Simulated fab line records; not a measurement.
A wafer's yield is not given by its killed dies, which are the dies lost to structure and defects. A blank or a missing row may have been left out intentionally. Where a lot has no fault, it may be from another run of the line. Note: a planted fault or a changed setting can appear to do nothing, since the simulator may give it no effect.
The same fault as seen by 3 desks / flow nand_harc / only its own numbers are on each desk; what lay behind them is given at the end

## THE DEFECT DESK
Inspection counts along the route, by lot: the mean over sampled wafers that carry a number. Marked OUT: a lot whose mean sits more than 4 standard deviations from the usual mean, which makes it out of limits; the brackets give that distance.
Columns: A = raw_defect_count at NHARC_A_CHANNEL_FILL_D1_INSPECT_13, usual 350
lot=L202; first seen here=day 10 16:40; A=366
lot=L204; first seen here=day 11 22:44; A=238
lot=L205; first seen here=day 12 04:25; A=276
lot=L206; first seen here=day 12 04:25; A=489
lot=L207; first seen here=day 12 19:14; A=228
lot=L208; first seen here=day 13 05:45; A=341
lot=L210; first seen here=day 14 06:34; A=409
lot=L211; first seen here=day 15 02:17; A=313
lot=L213; first seen here=day 15 09:54; A=311
lot=L214; first seen here=day 15 18:05; A=177
lot=L220; first seen here=day 18 03:46; A=266
lot=L221; first seen here=day 18 12:29; A=348
lot=L222; first seen here=day 19 03:22; A=374
lot=L223; first seen here=day 19 21:55; A=230
lot=L224; first seen here=day 19 21:56; A=322
Result from this desk: across the 15 lots, nothing is out of limits.

## AT THE TOOL OWNER'S DESK: pecvd_onon-04
The tool's own readings at NHARC_A_ONON_D2_DEP_06 (target thk 1000 nm): means of the sampled wafers that have a number, for each lot that ran on this tool. Marked OUT: a lot whose mean sits more than 4 standard deviations from the usual mean, which makes it out of limits; the brackets give that distance.
Columns: A = n2o_flow_sccm at NHARC_A_ONON_D2_DEP_06, usual 1999 sccm
lot=L206; first seen here=day 13 22:01; A=1996
lot=L211; first seen here=day 16 14:56; A=2001
lot=L214; first seen here=day 17 07:40; A=1995
lot=L220; first seen here=day 19 20:56; A=2005
lot=L221; first seen here=day 20 06:50; A=2003
lot=L222; first seen here=day 20 12:53; A=1997
Result from this desk: across the 6 lots, nothing is out of limits.

## FROM THE METROLOGY DESK
Means of the sampled wafers that have a number, per lot and without regard to the tool the lot ran on: this is what the gauges read. Marked OUT: a lot whose mean sits more than 4 standard deviations from the usual mean, which makes it out of limits; the brackets give that distance.
Columns: A = thk_nm at NHARC_A_DECK1_JOINT_THK_MEAS_17, usual 45.1 nm; B = thk_nm at NHARC_A_ONON_D2_THK_MEAS_08, usual 999 nm
lot=L202; first seen here=day 12 05:26; A=46.4; B=997
lot=L204; first seen here=day 13 06:03; A=45.0; B=982
lot=L205; first seen here=day 13 20:43; A=44.5; B=997
lot=L206; first seen here=day 13 20:44; A=46.8; B=1002
lot=L207; first seen here=day 14 04:29; A=44.3; B=995
lot=L208; first seen here=day 14 19:30; A=45.4; B=990
lot=L210; first seen here=day 15 16:43; A=44.6; B=1020
lot=L211; first seen here=day 16 13:35; A=46.2; B=1016
lot=L213; first seen here=day 16 23:39; A=44.2; B=1001
lot=L214; first seen here=day 17 06:26; A=44.0; B=990
lot=L220; first seen here=day 19 19:38; A=45.4; B=563 (-45) OUT
lot=L221; first seen here=day 20 05:35; A=45.9; B=658 (-35) OUT
lot=L222; first seen here=day 20 11:40; A=45.3; B=784 (-22) OUT
lot=L223; first seen here=day 21 06:29; A=45.5; B=1008
lot=L224; first seen here=day 21 06:29; A=44.8; B=1013
This desk's finding: out of limits on L220, L221, L222; first on L220, day 19 21:23 (thk_nm at NHARC_A_ONON_D2_THK_MEAS_08). L202, L204, L205, L206, L207, L208, L210, L211, L213, L214, L223, L224 stayed within limits.

## TAKEN TOGETHER
L220, L221, L222 would have let the metrology desk raise an alarm at day 19 21:23.
No out-of-limits result turned up at the defect desk.
The desk of the tool owner found nothing out of limits.
The defect desk has L220, L221, L222 on record, within its limits.
Tool owner's desk: L220, L221, L222 on record, inside its limits.
Of the lots named, all ran NHARC_A_ONON_D2_DEP_06 on pecvd_onon-04.

## WHAT THE SIMULATOR PUT IN
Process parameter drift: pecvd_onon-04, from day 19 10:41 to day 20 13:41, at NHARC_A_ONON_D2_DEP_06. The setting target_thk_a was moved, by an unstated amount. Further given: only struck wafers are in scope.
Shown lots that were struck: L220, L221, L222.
Per desk, hours elapsed from the start of the fault to the first reading out of limits: for the metrology desk, 11.
